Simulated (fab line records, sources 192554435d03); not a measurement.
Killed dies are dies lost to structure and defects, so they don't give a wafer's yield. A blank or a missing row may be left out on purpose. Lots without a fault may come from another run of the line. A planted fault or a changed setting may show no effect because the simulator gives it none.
fab line records | flow n5_finfet
record lots=7 wafers=39
route steps=1938 shown BEOL_M5@1160 BEOL_M9@1419 BEOL_M11@1554 BEOL_M12@1615 BEOL_M14@1770
start_h: hours from the record's first day to the start of the lot's first wafer shown | wait_h: hours since the lot's step before | " the same as in the row above | L1.1+2: a row that stands for several wafers | - no value, or no start given | * or withheld: withheld | < > ~ a bound
route shown NAME@n: a module of which the file shows steps, and the number in the route of the first | usual: mean/standard deviation of fault-free wafers | same: alike in all rows | chamber/n: place in a boat | sites: the reading at each site | _std_site: their standard deviation | _edge_site: outer sites' mean less inner sites' | radius_mm: how far each site lies from the wafer's centre | mask NAME#n: copy n | behind: the tool/chamber that last shaped the wafer | hold: why the lot was held/for how many hours/how that ended | device: the transistor (n, p or np) that didn't switch | end of line: the same wafers' tests at the end of the route | a step without rows: its recipe alone | killed: dies lost to structure and defects at the first sort, not the wafer's yield | map: a wafer's dies, x killed, . not, _ none there
set.NAME: the setting as run; set.NAME@STEP: as run at that earlier step | model.NAME: the simulator's own value behind a step, which no gauge read
lots whose settings were changed on purpose; a table a step, a row a wafer
## steps
# step N5_BEOL_M5_TRENCH_ETCH_37
# recipe chemistry=C4F6/O2 target_depth_a=716.52 target=SiCOH_lowk time_s=24.7 ion_energy_ev=250 pressure_mtorr=30 source_w=345 bias_w=185 Ar_flow_sccm=300 C4F6_flow_sccm=10 O2_flow_sccm=10
# columns lot.wafer tool chamber start_h wait_h set.time_s model.etch.depth_nm model.BEOL_M5.feature_depth_nm
L080.1 rie_diel-03 2 - - 24.7 69.24 69.2
L080.3 " 0 " " 24.7 70.92 71
L080.4 " 3 " " 24.7 69.94 70
L087.1 rie_diel-02 3 - - 24.7 71.97 72
L087.2 " 0 " " 15.62 45.29 45.2
L087.3 " 2 " " 24.7 70.69 70.6
L087.4 " 1 " " 15.62 45.61 45.6
L087.5 " 1 " " 24.7 72.29 72.2
L087.6 " 0 " " 15.62 45.22 45.2
L086.1 rie_diel-02 1 - - 20.28 59.72 59.8
L086.2 " 3 " " 24.7 72.34 72.4
L086.3 " 2 " " 24.7 71.91 72
L086.4 " 0 " " 20.28 59.11 59.2
L086.5 " 0 " " 24.7 71.31 71.4
L086.6 " 3 " " 20.28 58.55 58.6
L088.1 rie_diel-03 3 - - 18.34 52.35 52.4
L088.2 " 0 " " 24.7 72.05 72
L088.3 " 2 " " 24.7 73.28 73.2
L088.4 " 2 " " 24.7 73.38 73.4
L088.5 " 3 " " 18.34 52.94 53
L088.6 " 0 " " 18.34 53.75 53.8
L093.1 rie_diel-03 0 - - 31.63 92.33 92.4
L093.2 " 2 " " 24.7 72.98 73
L093.3 " 3 " " 24.7 70.49 70.4
L093.4 " 2 " " 24.7 72.71 72.8
L093.5 " 0 " " 31.63 93.15 93.2
L093.6 " 3 " " 31.63 90.32 90.4
L094.1 rie_diel-04 2 - - 24.7 72.51 72.6
L094.2 " 1 " " 24.7 71.58 71.6
L094.3 " 0 " " 24.7 70.08 70
L094.4 " 3 " " 24.7 71.41 71.4
L094.5 " 2 " " 24.7 72.56 72.6
L094.6 " 3 " " 24.7 71.19 71.2
L095.1 rie_diel-03 3 - - 24.7 70.06 70
L095.2 " 2 " " 24.7 72.25 72.2
L095.3 " 0 " " 24.7 71.6 71.6
L095.4 " 0 " " 24.7 72.04 72
L095.5 " 2 " " 24.7 72.05 72
L095.6 " 3 " " 24.7 70.12 70.2
# step N5_BEOL_M5_ETCH_41
# recipe chemistry=CH3F/O2 target=SiCN target_depth_a=315 taper_deg=2 time_s=56.7 ion_energy_ev=120 mask_material=TiN pressure_mtorr=30 source_w=395 bias_w=75 Ar_flow_sccm=150 CH3F_flow_sccm=30 O2_flow_sccm=20
# step N5_BEOL_M5_STRIP_91
# recipe chemistry=N2/H2 time_s=10 power_w=450 temp_c=40 pressure_mtorr=20 rf_frequency_hz=6e+07 bias_power_w=7 n2_flow_sccm=200 h2_flow_sccm=200
# step N5_BEOL_M5_OCD_MEAS_38
# usual trench_depth_nm=71.6/1
# columns lot.wafer tool chamber start_h wait_h set.time_s@BEOL_M5_TRENCH_ETCH_37 trench_depth_nm
L080.1 ocd-01 - 203.53 - 24.7 69.4
L080.3 " - " " 24.7 71.3
L080.4 " - " " 24.7 69.9
L087.1 ocd-01 - 290.98 - 24.7 72.2
L087.2 " - " " 15.62 44.9
L087.3 " - " " 24.7 70.0
L087.4 " - " " 15.62 45.9
L087.5 " - " " 24.7 73.2
L087.6 " - " " 15.62 45.3
L086.1 ocd-01 - 307.63 - 20.28 59.0
L086.2 " - " " 24.7 72.4
L086.3 " - " " 24.7 71.6
L086.4 " - " " 20.28 59.4
L086.5 " - " " 24.7 71.7
L086.6 " - " " 20.28 59.0
L088.1 ocd-01 - 307.68 - 18.34 52.4
L088.2 " - " " 24.7 72.1
L088.3 " - " " 24.7 73.1
L088.4 " - " " 24.7 73.0
L088.5 " - " " 18.34 53.0
L088.6 " - " " 18.34 53.9
L093.1 ocd-01 - 313.13 - 31.63 92.5
L093.2 " - " " 24.7 73.2
L093.3 " - " " 24.7 70.6
L093.4 " - " " 24.7 72.7
L093.5 " - " " 31.63 92.8
L093.6 " - " " 31.63 90.1
L094.1 ocd-02 - 320.42 - 24.7 72.9
L094.2 " - " " 24.7 72.1
L094.3 " - " " 24.7 70.6
L094.4 " - " " 24.7 71.8
L094.5 " - " " 24.7 72.4
L094.6 " - " " 24.7 71.6
L095.1 ocd-01 - 334.91 - 24.7 69.3
L095.2 " - " " 24.7 71.9
L095.3 " - " " 24.7 71.6
L095.4 " - " " 24.7 72.8
L095.5 " - " " 24.7 71.4
L095.6 " - " " 24.7 69.8
# step N5_BEOL_M5_HM_STRIP_39
# recipe chemistry=peroxide_tin_strip material=TiN target_depth_a=250 temp_c=50 time_s=158
# step N5_BEOL_M5_SRD_40
# recipe time_s=30 temp_c=23 rinse_liquid=diw dry=ipa_marangoni
# step N5_BEOL_M5_ECD_50
# recipe material=Cu target_thk_a=3000
# step N5_BEOL_M5_ANNEAL_51
# recipe temp_c=225 time_s=90 ambient=N2
# step N5_BEOL_M5_CMP_52
# recipe stop_on=SiCOH_lowk t_overpolish_s=6.9 down_force_psi=1 platen_rpm=50 clearing_platen_down_force_psi=1.5 clearing_platen_rpm=50 post_cmp_clean=cu_alkaline target_thk_nm=62 clearing_platen_pad_velocity_m_s=0.99484 pad_velocity_m_s=0.99484
# columns lot.wafer tool chamber start_h wait_h set.time_s@BEOL_M5_TRENCH_ETCH_37 model.Cu_of_BEOL_M5_ECD_50.thk_nm
L080.3 cmp-04 2 210.35 0.2 24.7 59.8
L080.1 " 0 " " 24.7 56.8
L080.4 " 1 " " 24.7 60
L087.4 cmp-03 1 304.50 0.1 15.62 35.2
L087.1 " 2 " " 24.7 62.2
L087.3 " 3 " " 24.7 60.8
L087.2 " 0 " " 15.62 36
L087.6 " 1 " " 15.62 34.2
L087.5 " 2 " " 24.7 61.6
L086.1 cmp-02 3 313.87 0.3 20.28 49.8
L086.3 " 0 " " 24.7 62.6
L086.2 " 1 " " 24.7 62.8
L086.4 " 2 " " 20.28 48.2
L086.5 " 3 " " 24.7 61.2
L086.6 " 0 " " 20.28 48.8
L088.4 cmp-03 1 316.38 0.1 24.7 63.6
L088.1 " 2 " " 18.34 41.4
L088.3 " 3 " " 24.7 63.4
L088.2 " 0 " " 24.7 62.8
L088.5 " 1 " " 18.34 41.6
L088.6 " 2 " " 18.34 43
L093.3 cmp-04 2 319.46 0.2 24.7 62.4
L093.4 " 3 " " 24.7 64.2
L093.2 " 0 " " 24.7 62.2
L093.1 " 1 " " 31.63 82.4
L093.5 " 2 " " 31.63 84.2
L093.6 " 3 " " 31.63 81
L094.2 cmp-03 2 326.51 0.2 24.7 62.4
L094.1+5 " 3 " " 24.7 64
L094.3+4 " 0,1 " " 24.7 61.4
L094.6 " 2 " " 24.7 61.8
L095.1 cmp-02 2 342.71 0.3 24.7 61
L095.3 " 3 " " 24.7 62.4
L095.4 " 0 " " 24.7 64.2
L095.2 " 1 " " 24.7 62.8
L095.5 " 2 " " 24.7 65.4
L095.6 " 3 " " 24.7 61.4
# step N5_BEOL_M5_THK_MEAS_53
# recipe thk_meas_gauge=xrf reads=Cu_of_BEOL_M5_ECD_50
# usual M5_THK=62.2/1.5
# columns lot.wafer tool chamber start_h wait_h set.time_s@BEOL_M5_TRENCH_ETCH_37 M5_THK[nm]
L080.1 film_metro-02 - 210.64 - 24.7 56.4
L080.3 " - " " 24.7 59.4
L080.4 " - " " 24.7 59.7
L087.1 film_metro-01 - 304.79 - 24.7 62.5
L087.2 " - " " 15.62 36.3
L087.3 " - " " 24.7 61.0
L087.4 " - " " 15.62 35.3
L087.5 " - " " 24.7 61.7
L087.6 " - " " 15.62 34.3
L086.1 film_metro-01 - 314.16 - 20.28 50.1
L086.2 " - " " 24.7 63.0
L086.3 " - " " 24.7 62.5
L086.4 " - " " 20.28 48.4
L086.5 " - " " 24.7 61.4
L086.6 " - " " 20.28 49.0
L088.1 film_metro-02 - 316.67 - 18.34 41.7
L088.2 " - " " 24.7 63.3
L088.3 " - " " 24.7 63.8
L088.4 " - " " 24.7 64.1
L088.5 " - " " 18.34 42.0
L088.6 " - " " 18.34 43.5
L093.1 film_metro-01 - 319.76 - 31.63 82.0
L093.2 " - " " 24.7 62.2
L093.3 " - " " 24.7 62.2
L093.4 " - " " 24.7 64.3
L093.5 " - " " 31.63 83.9
L093.6 " - " " 31.63 80.5
L094.1 film_metro-02 - 326.80 - 24.7 64.6
L094.2 " - " " 24.7 63.2
L094.3 " - " " 24.7 62.0
L094.4 " - " " 24.7 62.4
L094.5 " - " " 24.7 64.8
L094.6 " - " " 24.7 62.3
L095.1 film_metro-01 - 343.00 - 24.7 60.7
L095.2 " - " " 24.7 62.7
L095.3 " - " " 24.7 62.2
L095.4 " - " " 24.7 64.3
L095.5 " - " " 24.7 65.4
L095.6 " - " " 24.7 61.4
# step N5_BEOL_M5_PRE_CLEAN_77
# recipe gas=NH3/H2 time_s=15 temp_c=* rf_power_w=300
# step N5_BEOL_M5_CO_CAP_78
# recipe material=Co target_thk_a=20 temp_c=200 precursor=CCTBA/H2 pressure_torr=30 time_s=102.1
# step N5_BEOL_M5_PRE_CLEAN_55
# recipe gas=NH3 time_s=15 temp_c=withheld rf_power_w=300
# step N5_BEOL_M5_DEP_56
# recipe material=SiCN target_thk_a=80 temp_c=withheld precursor=3MS/NH3 pressure_torr=3 rf_w=202 time_s=14
# step N5_BEOL_M5_RS_MEAS_57
# recipe thk_meas_gauge=four-point-probe reads=Co_of_BEOL_M5_CO_CAP_78+Cu_of_BEOL_M5_ECD_50+Co_of_BEOL_M5_CVD_47+TaN_of_BEOL_M5_ALD_86
# usual M5_RS=0.387/0.011
# columns lot.wafer tool chamber start_h wait_h set.time_s@BEOL_M5_TRENCH_ETCH_37 M5_RS[ohm/sq]
L080.1 film_metro-01 - 210.90 0.0 24.7 0.429
L080.3 " - " " 24.7 0.403
L080.4 " - " " 24.7 0.401
L087.1 film_metro-02 - 305.05 0.0 24.7 0.383
L087.2 " - " " 15.62 0.763
L087.3 " - " " 24.7 0.394
L087.4 " - " " 15.62 0.792
L087.5 " - " " 24.7 0.388
L087.6 " - " " 15.62 0.815
L086.1 film_metro-01 - 314.42 0.0 20.28 0.506
L086.2 " - " " 24.7 0.380
L086.3 " - " " 24.7 0.383
L086.4 " - " " 20.28 0.529
L086.5 " - " " 24.7 0.392
L086.6 " - " " 20.28 0.519
L088.1 film_metro-01 - 316.93 0.0 18.34 0.637
L088.2 " - " " 24.7 0.380
L088.3 " - " " 24.7 0.377
L088.4 " - " " 24.7 0.375
L088.5 " - " " 18.34 0.634
L088.6 " - " " 18.34 0.609
L093.1 film_metro-01 - 320.05 0.1 31.63 0.275
L093.2 " - " " 24.7 0.384
L093.3 " - " " 24.7 0.383
L093.4 " - " " 24.7 0.370
L093.5 " - " " 31.63 0.268
L093.6 " - " " 31.63 0.281
L094.1 film_metro-02 - 327.06 0.0 24.7 0.371
L094.2 " - " " 24.7 0.382
L094.3 " - " " 24.7 0.389
L094.4 " - " " 24.7 0.390
L094.5 " - " " 24.7 0.372
L094.6 " - " " 24.7 0.387
L095.1 film_metro-02 - 343.32 0.0 24.7 0.394
L095.2 " - " " 24.7 0.380
L095.3 " - " " 24.7 0.383
L095.4 " - " " 24.7 0.370
L095.5 " - " " 24.7 0.361
L095.6 " - " " 24.7 0.391
# step N5_BEOL_M9_ETCH_62
# recipe chemistry=N2/H2 target=SOC target_depth_a=1100 overetch_a=220 mask_material=SiARC temp_c=40 time_s=165 ion_energy_ev=200 pressure_mtorr=30 source_w=840 bias_w=150 n2_flow_sccm=200 h2_flow_sccm=200
# columns lot.wafer tool chamber start_h wait_h set.time_s model.etch.depth_nm model.SiARC_of_BEOL_M9_COAT_60.thk_nm
L080.1 rie_diel-04 1 231.94 0.0 165 99.86 23.8
L080.3 " 0 " " 165 99.76 23.6
L080.4 " 3 " " 165 99.63 23.8
L087.1 rie_diel-03 0 339.09 0.0 165 100 23.8
L087.2 " 3 " " 165 99.68 24
L087.3 " 2 " " 165 100.2 23.4
L087.4 " 3 " " 165 99.9 23.8
L087.5 " 2 " " 165 99.79 23.4
L087.6 " 0 " " 165 99.92 23.6
L086.1 rie_diel-02 2 351.73 0.0 202.5 100 22.4
L086.2 " 0 " " 202.5 99.81 22
L086.3 " 3 " " 165 99.83 23.6
L086.4 " 1 " " 202.5 99.76 22
L086.5 " 3 " " 165 99.86 23.8
L086.6 " 0 " " 165 100.1 23.4
L088.1 rie_diel-03 3 351.93 0.0 165 99.69 23.8
L088.2 " 0 " " 103.4 82.14 25.8
L088.3 " 2 " " 165 99.62 23.2
L088.4 " 0 " " 103.4 82.93 26
L088.5 " 3 " " 103.4 79.54 26
L088.6 " 2 " " 165 99.77 23.2
L093.1 rie_diel-03 3 352.98 0.0 165 99.97 24
L093.2 " 0 " " 204.5 100 22.2
L093.3 " 2 " " 204.5 99.98 22
L093.4 " 0 " " 165 100.2 23.6
L093.5 " 2 " " 204.5 99.93 22
L093.6 " 3 " " 165 100.1 24
L094.1 rie_diel-04 3 362.56 0.0 165 99.55 23.4
L094.2 " 1 " " 134.4 99.7 24.6
L094.3 " 0 " " 165 99.71 23.2
L094.4 " 2 " " 165 100 23.2
L094.5 " 2 " " 134.4 99.67 24.4
L094.6 " 1 " " 134.4 99.55 24.6
L095.1 rie_diel-02 1 372.73 0.0 165 99.74 23.6
L095.2 " 3 " " 165 99.98 23.8
L095.3 " 0 " " 75.71 61.75 27
L095.4 " 2 " " 75.71 59.27 27.2
L095.5 " 0 " " 75.71 62.03 27
L095.6 " 3 " " 165 99.96 23.8
# step N5_BEOL_M9_STRIP_68
# recipe chemistry=N2/H2 temp_c=40 n2_flow_sccm=200 h2_flow_sccm=200 rf_frequency_hz=6e+07
# step N5_BEOL_M9_STRIP_67
# recipe chemistry=CF4 resist=SiARC power_w=300 bias_power_w=75 pressure_mtorr=50 cf4_flow_sccm=150 rf_frequency_hz=6e+07
# step N5_BEOL_M9_HM_OPEN_17
# recipe chemistry=Cl2/BCl3 target_depth_a=200 overetch_a=60 target=TiN mask_material=SOC ion_energy_ev=150 pressure_mtorr=10 icp_w=1000 bias_w=126 Cl2_flow_sccm=53.25 bcl3_flow_sccm=21.75 Ar_flow_sccm=25
# columns lot.wafer tool chamber start_h wait_h set.time_s@BEOL_M9_ETCH_62 model.etch.depth_nm
L080.1 rie_metal-03 1 232.13 0.0 165 19.73
L080.3 " 1 " " 165 20.04
L080.4 " 0 " " 165 20.05
L087.1 rie_metal-03 0 339.27 0.0 165 19.99
L087.2+5 " 1 " " 165 19.96
L087.3+6 " 1,0 " " 165 20.04
L087.4 " 0 " " 165 20.03
L086.1 rie_metal-03 1 351.92 0.0 202.5 16.26
L086.2 " 0 " " 202.5 16
L086.3 " 1 " " 165 19.75
L086.4 " 0 " " 202.5 15.92
L086.5 " 0 " " 165 19.82
L086.6 " 1 " " 165 19.62
L088.1+3 rie_metal-03 0,1 352.12 0.0 165 20.05
L088.2 " 1 " " 103.4 19.96
L088.4 " 0 " " 103.4 19.63
L088.5 " 0 " " 103.4 19.92
L088.6 " 1 " " 165 19.98
L093.1 rie_metal-01 1 353.17 0.0 165 19.79
L093.2 " 0 " " 204.5 15.96
L093.3 " 1 " " 204.5 16
L093.4 " 0 " " 165 19.73
L093.5 " 0 " " 204.5 16.07
L093.6 " 1 " " 165 19.57
L094.1 rie_metal-01 0 362.75 0.0 165 19.51
L094.2 " 1 " " 134.4 19.68
L094.3 " 1 " " 165 19.34
L094.4 " 0 " " 165 19.7
L094.5 " 0 " " 134.4 19.7
L094.6 " 1 " " 134.4 19.63
L095.1 rie_metal-02 1 372.93 0.0 165 19.67
L095.2 " 0 " " 165 19.92
L095.3 " 0 " " 75.71 19.72
L095.4+5 " 1,0 " " 75.71 19.99
L095.6 " 1 " " 165 19.79
# step N5_BEOL_M11_ETCH_62
# recipe chemistry=N2/H2 target=SOC target_depth_a=1100 overetch_a=220 mask_material=SiARC temp_c=40 time_s=165 ion_energy_ev=200 pressure_mtorr=30 source_w=840 bias_w=150 n2_flow_sccm=200 h2_flow_sccm=200
# columns lot.wafer tool chamber start_h wait_h set.time_s model.etch.depth_nm model.SiARC_of_BEOL_M11_COAT_60.thk_nm
L080.1 rie_diel-04 0 243.21 0.0 165 99.94 23.6
L080.3 " 3 " " 165 99.62 23.4
L080.4 " 2 " " 165 100.1 23.4
L087.1 rie_diel-04 1 361.70 0.0 85.51 70.08 26.8
L087.2 " 3 " " 85.51 68.99 26.8
L087.3 " 2 " " 165 99.89 23.4
L087.4 " 0 " " 165 100.2 23.6
L087.5 " 0 " " 85.51 68.58 26.6
L087.6 " 1 " " 165 99.83 23.8
L086.1 rie_diel-04 1 365.43 0.0 128.1 99.95 25
L086.2 " 0 " " 165 100.4 23.6
L086.3 " 3 " " 165 100.2 23.6
L086.4 " 2 " " 128.1 99.84 24.8
L086.5 " 3 " " 128.1 100.2 25.2
L086.6 " 0 " " 165 100.3 23.6
L088.1 rie_diel-03 2 370.01 0.0 165 99.73 23.2
L088.2 " 3 " " 165 99.97 23.6
L088.3 " 0 " " 196.6 99.87 22.2
L088.4 " 3 " " 196.6 99.91 22.6
L088.5 " 2 " " 165 100 23.2
L088.6 " 0 " " 196.6 99.62 22.4
L093.1 rie_diel-03 2 370.73 0.0 165 99.73 23.4
L093.2 " 0 " " 100.5 79.33 25.8
L093.3 " 3 " " 165 99.61 23.8
L093.4 " 0 " " 100.5 78.99 26.2
L093.5 " 2 " " 165 100 23.4
L093.6 " 3 " " 100.5 76.5 26.2
L094.1 rie_diel-02 2 377.72 0.0 133.9 100.3 24.8
L094.2 " 3 " " 133.9 100.6 25
L094.3 " 0 " " 165 100.3 23.4
L094.4 " 1 " " 165 100 23.6
L094.5 " 3 " " 165 100.5 23.8
L094.6 " 2 " " 133.9 100.6 24.8
L095.1 rie_diel-04 1 384.44 0.0 165 99.53 23.6
L095.2 " 2 " " 231.9 99.96 20.6
L095.3 " 3 " " 231.9 99.85 21.2
L095.4 " 3 " " 165 99.76 23.6
L095.5 " 1 " " 231.9 99.99 21
L095.6 " 2 " " 165 99.55 23.2
# step N5_BEOL_M12_DESCUM_15
# recipe chemistry=O2 time_s=7.9 source_power_w=50 bias_power_w=20 pressure_mtorr=20 rf_frequency_hz=2.712e+07 temp_c=40 o2_flow_sccm=225
# columns lot.wafer tool chamber start_h wait_h set.time_s model.coat_of_BEOL_M12_COAT_04.thk_nm
L080.1 rie_diel-01 1 247.69 0.0 7.9 380.8
L080.3+4 " 0,3 " " 7.9 381
L087.1+2 rie_diel-05 0,1 368.09 0.0 7.9 382.2
L087.3 " 3 " " 7.9 381.2
L087.4 " 2 " " 10.4 380.6
L087.5+6 " 2,3 " " 10.4 380.2
L086.1+2+3 rie_diel-01 3,0,1 372.47 0.0 7.9 382.8
L086.4+5 " 1,0 " " 7.9 382
L086.6 " 3 " " 7.9 381.6
L088.1 rie_diel-05 1 376.69 0.2 7.9 381.6
L088.2+3 " 0,2 " " 10.92 380.6
L088.4+6 " 3,2 " " 7.9 382.4
L088.5 " 1 " " 10.92 380.4
L093.1 rie_diel-01 2 378.67 0.1 7.9 382.8
L093.2 " 3 " " 6.236 384.2
L093.3 " 0 " " 7.9 383.8
L093.4 " 1 " " 7.9 384.4
L093.5+6 " 2,1 " " 6.236 383.6
L094.1 rie_diel-05 3 384.24 0.3 7.9 382.6
L094.2+5 " 1 " " 7.9 383.2
L094.3 " 2 " " 3.542 384.8
L094.4 " 0 " " 3.542 384.6
L094.6 " 2 " " 3.542 385.4
L095.1 rie_diel-05 1 390.58 0.0 11.47 381
L095.2 " 2 " " 7.9 383.2
L095.3 " 3 " " 11.47 380.6
L095.4 " 0 " " 7.9 383
L095.5 " 0 " " 7.9 382.4
L095.6 " 1 " " 11.47 381.2
# step N5_BEOL_M14_DEP_53
# recipe material=SiCN target_thk_a=500 temp_c=withheld precursor=3MS/NH3 pressure_torr=3 rf_w=675 time_s=17.8
# columns lot.wafer tool chamber start_h wait_h set.target_thk_a model.SiCN_of_BEOL_M14_DEP_53.thk_nm
L080.1 pecvd-02 0 260.97 0.0 500 49
L080.3 " 2 " " 500 51
L080.4 " 0 " " 500 50.2
L087.1 pecvd-02 0 382.81 0.0 500 49.8
L087.2 " 1 " " 500 50.4
L087.3+6 " 2,0 " " 500 50.2
L087.4 " 1 " " 500 51.4
L087.5 " 2 " " 500 50.8
L086.1 pecvd-01 1 385.95 0.0 500 50
L086.2 " 0 " " 500 49.4
L086.3+4+6 " 2,2,0 " " 500 50.4
L086.5 " 1 " " 500 50.8
L088.1 pecvd-01 0 397.56 0.0 500 50.4
L088.2 " 1 " " 218.9 22
L088.3 " 2 " " 500 50
L088.4 " 1 " " 218.9 22.6
L088.5 " 2 " " 500 51
L088.6 " 0 " " 218.9 22.2
L093.1 pecvd-02 0 402.16 0.0 752.4 74.4
L093.2+4 " 1,0 " " 752.4 75.6
L093.3 " 2 " " 500 50.2
L093.5 " 2 " " 500 50.8
L093.6 " 1 " " 500 51.2
L094.1 pecvd-02 1 404.83 0.0 500 50.8
L094.2 " 2 " " 500 49.8
L094.3+4 " 0 " " 500 49.6
L094.5+6 " 2,1 " " 500 51
L095.1 pecvd-02 1 423.44 0.0 500 51.2
L095.2 " 0 " " 275.3 27.8
L095.3 " 2 " " 275.3 28.6
L095.4 " 1 " " 275.3 29.4
L095.5 " 0 " " 500 50.4
L095.6 " 2 " " 500 52
## key
split step=N5_BEOL_M5_TRENCH_ETCH_37 setting=time_s stated=24.7 by=wafer
response step=N5_BEOL_M5_TRENCH_ETCH_37 reading=model.etch.depth_nm change=+0.725 per=1% r=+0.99
response step=N5_BEOL_M5_TRENCH_ETCH_37 reading=model.BEOL_M5.feature_depth_nm change=+0.725 per=1% r=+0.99
response step=N5_BEOL_M5_OCD_MEAS_38 reading=trench_depth_nm change=+0.723 per=1% r=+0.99
response step=N5_BEOL_M5_CMP_52 reading=model.Cu_of_BEOL_M5_ECD_50.thk_nm change=+0.738 per=1% r=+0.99
response step=N5_BEOL_M5_THK_MEAS_53 reading=M5_THK change=+0.736 per=1% r=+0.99
response step=N5_BEOL_M5_RS_MEAS_57 reading=M5_RS change=-0.00849 per=1% r=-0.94
split step=N5_BEOL_M9_ETCH_62 setting=time_s stated=165 by=wafer
response step=N5_BEOL_M9_ETCH_62 reading=model.etch.depth_nm change=+0.483 per=1% r=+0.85
response step=N5_BEOL_M9_ETCH_62 reading=model.SiARC_of_BEOL_M9_COAT_60.thk_nm change=-0.0651 per=1% r=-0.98
response step=N5_BEOL_M9_HM_OPEN_17 reading=model.etch.depth_nm shape=bent at_lowest=19.9 at_stated=19.84 at_highest=16.01
split step=N5_BEOL_M11_ETCH_62 setting=time_s stated=165 by=wafer
response step=N5_BEOL_M11_ETCH_62 reading=model.etch.depth_nm shape=bent at_lowest=69.22 at_stated=99.97 at_highest=99.93
response step=N5_BEOL_M11_ETCH_62 reading=model.SiARC_of_BEOL_M11_COAT_60.thk_nm change=-0.0634 per=1% r=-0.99
split step=N5_BEOL_M12_DESCUM_15 setting=time_s stated=7.9 by=wafer
response step=N5_BEOL_M12_DESCUM_15 reading=model.coat_of_BEOL_M12_COAT_04.thk_nm change=-0.0384 per=1% r=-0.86
split step=N5_BEOL_M14_DEP_53 setting=target_thk_a stated=500 by=wafer
response step=N5_BEOL_M14_DEP_53 reading=model.SiCN_of_BEOL_M14_DEP_53.thk_nm change=+0.496 per=1% r=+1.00
